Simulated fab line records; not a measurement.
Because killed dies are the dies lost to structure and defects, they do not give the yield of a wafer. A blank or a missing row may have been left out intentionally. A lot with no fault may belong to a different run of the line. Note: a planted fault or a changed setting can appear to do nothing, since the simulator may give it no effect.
fab line records	flow n5Finfet
record: lots: 12	wafers: 36	lastDay: 20
route steps=1938 shown STI_FIN_REVEAL@183 PASSIVATION@1936
lots that met no fault: from a run of the same line without faults
startH: the number of hours between the record's first day and the start of the first shown wafer of the lot	waitH: how many hours have passed since the lot's step before this one	" the same as in the row above	L1.1+2: one row covering several wafers at once	- no value present, or no start provided	* or withheld: withheld	< > ~ a bound
route shown NAME@n: names a module that has steps shown in the file, with the first one's number in the route	usual: average and standard deviation across the fault-free wafers	same: alike in all rows	chamber/n: place in a boat	sites: readings site by site	_std_site: standard deviation of those values	_edge_site: mean of outer sites minus mean of inner sites	radiusMm: for every site, how far away it sits from the centre of the wafer	mask NAME#n: copy n	behind: the tool/chamber that last shaped the wafer	hold: reason for holding the lot/hours on hold/outcome of the hold	device: transistor that didn't switch, given as n, p or np	end of line: the same wafers' tests at the end of the route	where a step has no rows: the recipe by itself	killed: dies that structure and defects cost at the first sort, which is not the same as the wafer's yield	map: dies across one wafer; x = killed, . = not, _ = none there
set.NAME: the setting as run; set.NAME@STEP: as run at that earlier step	model.NAME: the simulator's own value behind a step, which no gauge read
route steps across a sampled set of lots; one table per step, one row per wafer
services: when a tool's chamber went out of use (startH, in hours from the record's first day, below 0 if earlier), for how many hours, and the reason
== steps ==
step: N5_STI_FIN_REVEAL_ALD_00
recipe: material: SiO2	targetThkA: 10	tempC: 300	aldPrecursorFamily: BDEAS	aldCoReactant: O2-plasma	pulseTimeS: 1	pressureTorr: 2
usual: heaterPowerW: 480/53	precursorPulseHeightRel: 1.000/0.021
lot.wafer	tool	chamber	startH	waitH	heaterPowerW	precursorPulseHeightRel
L596.1	aldSin-04	1	28.31	0.0	492	0.994
L596.4	"	0	"	"	397	0.997
L596.6	"	2	"	"	492	1.019
L597.1	aldSin-04	2	33.99	0.2	482	0.996
L597.4	"	3	"	"	495	1.018
L597.5	"	1	"	"	493	1.007
L598.2	aldSin-04	3	40.75	0.7	524	1.004
L598.3	"	0	"	"	391	0.963
L598.5	"	1	"	"	502	1.015
L599.1	aldSin-03	3	45.88	0.7	449	1.021
L599.4	"	2	"	"	541	1.017
L599.5	"	0	"	"	483	1.029
L600.1	aldSin-01	2	51.65	0.0	606	1.001
L600.4	"	3	"	"	512	1.044
L600.6	"	0	"	"	454	1.026
L602.2	aldSin-01	2	65.05	0.0	581	0.980
L602.3	"	0	"	"	450	0.994
L602.6	"	1	"	"	427	0.978
L610.1	aldSin-01	1	113.32	0.1	427	0.986
L610.4	"	1	"	"	433	0.970
L610.6	"	0	"	"	461	0.988
L612.1	aldSin-04	0	124.31	0.0	396	1.015
L612.5	"	2	"	"	481	0.987
L612.6	"	1	"	"	510	0.974
L615.2	aldSin-01	3	143.45	0.0	524	0.961
L615.3	"	2	"	"	588	1.017
L615.4	"	0	"	"	455	0.997
L616.2	aldSin-03	1	148.58	0.0	440	0.978
L616.4	"	2	"	"	540	0.978
L616.5	"	1	"	"	434	0.997
L617.1	aldSin-01	3	154.55	0.5	530	1.004
L617.3	"	0	"	"	456	1.006
L617.6	"	0	"	"	450	0.997
L619.1	aldSin-03	0	169.32	0.0	453	0.996
L619.2	"	3	"	"	435	1.000
L619.5	"	0	"	"	470	1.016
step: N5_STI_FIN_REVEAL_ALD_14
recipe: material: Si3N4	targetThkA: 30	tempC: 400	aldPrecursorFamily: SiH2I2	aldCoReactant: N2/H2-plasma	pressureTorr: 2
usual: heaterPowerW: 857/96
lot.wafer	tool	chamber	startH	waitH	heaterPowerW
L596.1	aldSin-04	1	28.36	0.0	872
L596.4	"	0	"	"	696
L596.6	"	2	"	"	855
L597.1	aldSin-04	2	34.04	0.0	843
L597.4	"	3	"	"	891
L597.5	"	1	"	"	904
L598.2	aldSin-04	3	40.80	0.0	893
L598.3	"	0	"	"	708
L598.5	"	1	"	"	904
L599.1	aldSin-03	3	45.93	0.0	809
L599.4	"	2	"	"	972
L599.5	"	0	"	"	839
L600.1	aldSin-01	2	51.70	0.0	1063
L600.4	"	3	"	"	913
L600.6	"	0	"	"	819
L602.2	aldSin-01	2	65.10	0.0	1052
L602.3	"	0	"	"	827
L602.6	"	1	"	"	734
L610.1	aldSin-01	1	113.37	0.0	728
L610.4	"	1	"	"	753
L610.6	"	0	"	"	822
L612.1	aldSin-04	0	124.36	0.0	698
L612.5	"	2	"	"	857
L612.6	"	1	"	"	899
L615.2	aldSin-01	3	143.50	0.0	952
L615.3	"	2	"	"	1056
L615.4	"	0	"	"	835
L616.2	aldSin-03	1	148.63	0.0	783
L616.4	"	2	"	"	953
L616.5	"	1	"	"	779
L617.1	aldSin-01	3	154.60	0.0	930
L617.3	"	0	"	"	819
L617.6	"	0	"	"	804
L619.1	aldSin-03	0	169.37	0.0	799
L619.2	"	3	"	"	788
L619.5	"	0	"	"	822
step: N5_STI_FIN_REVEAL_RECESS_09
recipe: chemistry: HF/NH3	target: SiO2	afsCycles: 11	targetDepthA: 425	tempC: 30	sublimationTempC: 180	sublimationTimeS: 60
usual: drypumpMotorCurrentA: 6.0/0.37
lot.wafer	tool	chamber	startH	waitH	drypumpMotorCurrentA
L596.1	vaporEtch-02	0	34.19	0.0	6.6
L596.4	"	0	"	"	6.6
L596.6	"	1	"	"	5.6
L597.1	vaporEtch-01	0	40.20	0.0	5.9
L597.4	"	0	"	"	5.9
L597.5	"	0	"	"	5.9
L598.2	vaporEtch-02	0	46.62	0.0	6.6
L598.3	"	0	"	"	6.6
L598.5	"	0	"	"	6.6
L599.1	vaporEtch-01	1	52.54	0.0	5.7
L599.4	"	0	"	"	5.9
L599.5	"	0	"	"	5.9
L600.1	vaporEtch-01	1	57.88	0.0	5.7
L600.4	"	0	"	"	5.9
L600.6	"	0	"	"	5.9
L602.2	vaporEtch-02	1	70.94	0.0	5.7
L602.3	"	0	"	"	6.6
L602.6	"	0	"	"	6.6
L610.1	vaporEtch-01	1	119.36	0.0	5.7
L610.4	"	1	"	"	5.7
L610.6	"	1	"	"	5.7
L612.1	vaporEtch-01	0	130.21	0.0	5.9
L612.5	"	1	131.27	1.1	5.7
L612.6	"	0	"	"	5.9
L615.2	vaporEtch-02	1	149.40	0.0	5.7
L615.3	"	0	"	"	6.6
L615.4	"	1	"	"	5.7
L616.2	vaporEtch-02	0	154.47	0.0	6.6
L616.4	"	0	"	"	6.6
L616.5	"	1	"	"	5.7
L617.1	vaporEtch-02	0	160.43	0.0	6.7
L617.3	"	0	"	"	6.6
L617.6	"	1	"	"	5.6
L619.1	vaporEtch-02	0	175.21	0.0	6.6
L619.2	"	1	"	"	5.7
L619.5	"	1	176.27	1.1	5.7
step: N5_STI_FIN_REVEAL_CD_MEAS_22
recipe: targetCdNm: 6.238	pitchNm: 28	polarity: line
usual: cdNm: 6.29/0.23
lot.wafer	tool	chamber	startH	waitH	cdNm
L596.1	cdSem-02	-	36.88	0.0	6.45
L596.4	"	-	"	"	6.27
L596.6	"	-	"	"	6.46
L597.1	cdSem-01	-	42.87	0.0	5.87
L597.4	"	-	"	"	6.09
L597.5	"	-	"	"	6.59
L598.2	cdSem-03	-	49.29	0.0	6.34
L598.3	"	-	"	"	6.46
L598.5	"	-	"	"	6.18
L599.1	cdSem-02	-	55.21	0.0	6.38
L599.4	"	-	"	"	6.49
L599.5	"	-	"	"	6.60
L600.1	cdSem-02	-	60.54	0.0	6.20
L600.4	"	-	"	"	6.48
L600.6	"	-	"	"	6.39
L602.2	cdSem-03	-	73.81	0.0	6.44
L602.3	"	-	"	"	6.17
L602.6	"	-	"	"	6.38
L610.1	cdSem-02	-	122.04	0.0	6.75
L610.4	"	-	"	"	6.35
L610.6	"	-	"	"	6.77
L612.1	cdSem-02	-	132.90	0.0	6.09
L612.5	"	-	"	"	5.94
L612.6	"	-	"	"	6.30
L615.2	cdSem-01	-	152.07	0.0	6.39
L615.3	"	-	"	"	6.09
L615.4	"	-	"	"	6.11
L616.2	cdSem-02	-	157.14	0.0	6.22
L616.4	"	-	"	"	6.23
L616.5	"	-	"	"	6.47
L617.1	cdSem-03	-	163.10	0.0	6.03
L617.3	"	-	"	"	6.42
L617.6	"	-	"	"	6.27
L619.1	cdSem-01	-	177.92	0.0	5.98
L619.2	"	-	"	"	5.91
L619.5	"	-	"	"	6.40
step: N5_STI_FIN_REVEAL_FIN_H_MEAS_10
usual: trenchDepthNm: 52.1/0.65
lot.wafer	tool	chamber	startH	waitH	trenchDepthNm
L596.1	ocd-02	-	36.91	0.0	52.1
L596.4	"	-	"	"	53.4
L596.6	"	-	"	"	52.3
L597.1	ocd-02	-	42.90	0.0	51.7
L597.4	"	-	"	"	52.0
L597.5	"	-	"	"	52.3
L598.2	ocd-02	-	49.32	0.0	51.2
L598.3	"	-	"	"	51.7
L598.5	"	-	"	"	51.4
L599.1	ocd-01	-	55.24	0.0	52.4
L599.4	"	-	"	"	52.5
L599.5	"	-	"	"	52.0
L600.1	ocd-02	-	60.57	0.0	52.2
L600.4	"	-	"	"	52.0
L600.6	"	-	"	"	51.6
L602.2	ocd-01	-	73.84	0.0	51.4
L602.3	"	-	"	"	51.4
L602.6	"	-	"	"	52.4
L610.1	ocd-02	-	122.07	0.0	48.0
L610.4	"	-	"	"	48.7
L610.6	"	-	"	"	48.8
L612.1	ocd-01	-	132.93	0.0	52.9
L612.5	"	-	"	"	49.3
L612.6	"	-	"	"	52.7
L615.2	ocd-01	-	152.10	0.0	52.4
L615.3	"	-	"	"	52.2
L615.4	"	-	"	"	51.9
L616.2	ocd-01	-	157.17	0.0	53.0
L616.4	"	-	"	"	53.2
L616.5	"	-	"	"	53.3
L617.1	ocd-01	-	163.13	0.0	51.9
L617.3	"	-	"	"	51.1
L617.6	"	-	"	"	52.0
L619.1	ocd-02	-	177.95	0.0	52.3
L619.2	"	-	"	"	52.7
L619.5	"	-	"	"	52.3
step: N5_PASSIVATION_PROBE_49
usual: killed_at_M0_to_M3: 36/11	killed_at_M4_up: 14/5.6	killedAtContacts: 11/5.6	killedAtFrontEnd: 40/12	killedAtOther: 4/3.2	killedDies: 105/17	killedOpen: 69/12	killedShort: 34/8.4
same: grossDies: 1180	killedAtBackSide: 0
lot.wafer	tool	chamber	startH	waitH	killed_at_M0_to_M3	killed_at_M4_up	killedAtContacts	killedAtFrontEnd	killedAtOther	killedDies	killedOpen	killedShort
L597.1	prober-01	-	324.07	0.0	54	17	28	40	5	144	99	41
L597.4	prober-01	-	324.22	0.2	41	33	24	35	3	136	83	50
L597.5	prober-01	-	324.27	0.2	44	21	6	52	3	126	78	44
L610.1	prober-02	-	397.59	0.0	43	11	4	34	1	93	57	29
L610.4	prober-02	-	397.74	0.2	25	12	10	44	7	98	63	35
L610.6	prober-02	-	397.84	0.3	20	19	12	39	11	101	74	25
L615.2	prober-02	-	413.16	0.1	39	5	14	48	6	112	77	28
L615.3	prober-02	-	413.21	0.1	26	12	16	32	11	97	58	36
L615.4	prober-02	-	413.26	0.2	30	8	7	27	4	76	48	27
killed by level:class
L597.1 MOL_CONTACT_COAG:geometricParticle:open=23 BEOL_M2:geometricParticle:open=17 DUMMY_GATE:geometricParticle:open=10 BEOL_M0_SAQP:geometricParticle:open=10 BEOL_M0_SAQP:geometricParticle:short=8 STI_FIN_REVEAL:geometricParticle:open=7 BEOL_M4:geometricParticle:open=7 FIN_SAQP:geometricParticle:open=6
L597.4 BEOL_M4:geometricParticle:open=17 MOL_CONTACT_COAG:geometricParticle:open=15 BEOL_M0_SAQP:geometricParticle:short=10 MOL_CONTACT_COAG:geometricParticle:short=9 FIN_SAQP:geometricParticle:open=8 BEOL_M3:geometricParticle:open=8 FIN_SAQP:geometricParticle:short=6 DUMMY_GATE:geometricParticle:open=6
L597.5 BEOL_M2:geometricParticle:open=10 STI_FIN_REVEAL:geometricParticle:open=9 BEOL_M1:geometricParticle:open=9 FIN_SAQP:geometricParticle:open=8 BEOL_M0_SAQP:geometricParticle:short=7 BEOL_M0_SAQP:geometricParticle:open=7 BEOL_M4:geometricParticle:open=6 FIN_SAQP:geometricParticle:short=5
L610.1 BEOL_M0_SAQP:geometricParticle:short=8 BEOL_M3:geometricParticle:open=8 BEOL_M0:geometricParticle:open=7 STI_FIN_REVEAL:geometricParticle:open=6 HKMG_FIN:areaEtch=6 BEOL_M0_SAQP:geometricParticle:open=5 BEOL_M3:geometricParticle:short=5 FIN_SAQP:geometricParticle:open=4
L610.4 MOL_CONTACT_COAG:geometricParticle:open=10 DUMMY_GATE:geometricParticle:open=8 BEOL_M2:geometricParticle:open=8 FIN_SAQP:geometricParticle:short=7 STI_FIN_REVEAL:geometricParticle:open=6 BEOL_M0_SAQP:geometricParticle:short=6 FIN_SAQP:geometricParticle:open=5 GATE_CUT:geometricParticle:open=4
L610.6 BEOL_M4:geometricParticle:open=10 MOL_CONTACT_COAG:geometricParticle:open=9 DUMMY_GATE:geometricParticle:open=7 STI_FIN_REVEAL:geometricParticle:open=6 BEOL_M0_SAQP:geometricParticle:short=6 STARTING-WAFER:geometricParticle:open=5 BEOL_M2:geometricParticle:open=5 FIN_SAQP:geometricParticle:open=4
L615.2 STI_FIN_REVEAL:geometricParticle:open=13 MOL_CONTACT_COAG:geometricParticle:open=12 BEOL_M1:geometricParticle:open=11 BEOL_M0_SAQP:geometricParticle:short=9 DUMMY_GATE:geometricParticle:open=7 BEOL_M0_SAQP:geometricParticle:open=7 GATE_CUT:geometricParticle:open=5 GATE_CUT:geometricParticle:short=4
L615.3 MOL_CONTACT_COAG:geometricParticle:open=11 FIN_SAQP:geometricParticle:open=7 GATE_CUT:geometricParticle:short=6 BEOL_M0_SAQP:geometricParticle:open=6 BEOL_M0_SAQP:geometricParticle:short=5 BEOL_M2:geometricParticle:open=5 BEOL_M4:geometricParticle:open=5 MIM_TOP:geometricParticle:short=5
L615.4 BEOL_M1:geometricParticle:open=9 FIN_SAQP:geometricParticle:open=6 BEOL_M0_SAQP:geometricParticle:short=6 GATE_CUT:geometricParticle:open=4 MOL_CONTACT_COAG:geometricParticle:open=4 BEOL_M0_SAQP:geometricParticle:open=4 STI_FIN_REVEAL:geometricParticle:open=3 MOL_CONTACT_COAG:geometricParticle:short=3
== services ==
tool	chamber	startH	hours	kind
aldSin-03	-	6.12	0.8	pm
aldSin-04	0	8.28	-	clean
aldSin-04	1	8.28	-	clean
aldSin-04	2	8.28	-	clean
aldSin-04	3	8.28	-	clean
vaporEtch-02	-	32.05	0.3	repair
aldSin-04	-	44.97	2.8	pm
aldSin-01	1	48.13	11.9	repair
aldSin-03	-	79.71	2.8	pm
aldSin-03	-	85.81	14.0	pm
aldSin-03	0	85.81	14.0	ventCycle
aldSin-03	1	85.81	14.0	ventCycle
aldSin-03	2	85.81	14.0	ventCycle
aldSin-03	3	85.81	14.0	ventCycle
aldSin-01	2	93.51	33.4	repair
aldSin-03	0	99.81	-	clean
aldSin-03	1	99.81	-	clean
aldSin-03	2	99.81	-	clean
aldSin-03	3	99.81	-	clean
aldSin-03	-	104.73	6.1	pm
aldSin-03	1	127.01	11.4	repair
aldSin-01	0	131.12	7.1	repair
vaporEtch-02	-	143.73	2.8	pm
== key ==
firstSign: step: N5_STI_FIN_REVEAL_FIN_H_MEAS_10	reading: trenchDepthNm	direction: down	sigmas: 5.2	usual: 52.1	struck: 48.7
effect none on later readings
metAt N5_STI_FIN_REVEAL_RECESS_09
struckLots L610,L612
struckWafers L610.1,L610.4,L610.6,L612.5
testerLeftOut L610,L612
notActingAt N5_STI_FIN_REVEAL_ALD_00,N5_STI_FIN_REVEAL_ALD_14,N5_STI_FIN_REVEAL_CD_MEAS_22
onsetBetween 57.88 119.36
fault: kind: processParameterDrift	tool: vaporEtch-01	chamber: 1	onsetH: 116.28	steps: N5_STI_FIN_REVEAL_RECESS_09	channel: targetDepthA	offset: -29.554	shape: step	endH: 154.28	actsIn: theseRecipesOnly	stated: 425
testerLeftOut: of these lots the tester's yield and bins aren't shown, on N5 and GAA mostly nor the transistor test; their killed dies are dies lost to structure and defects alone, not to doping, threshold or leakage, so they don't give the yield
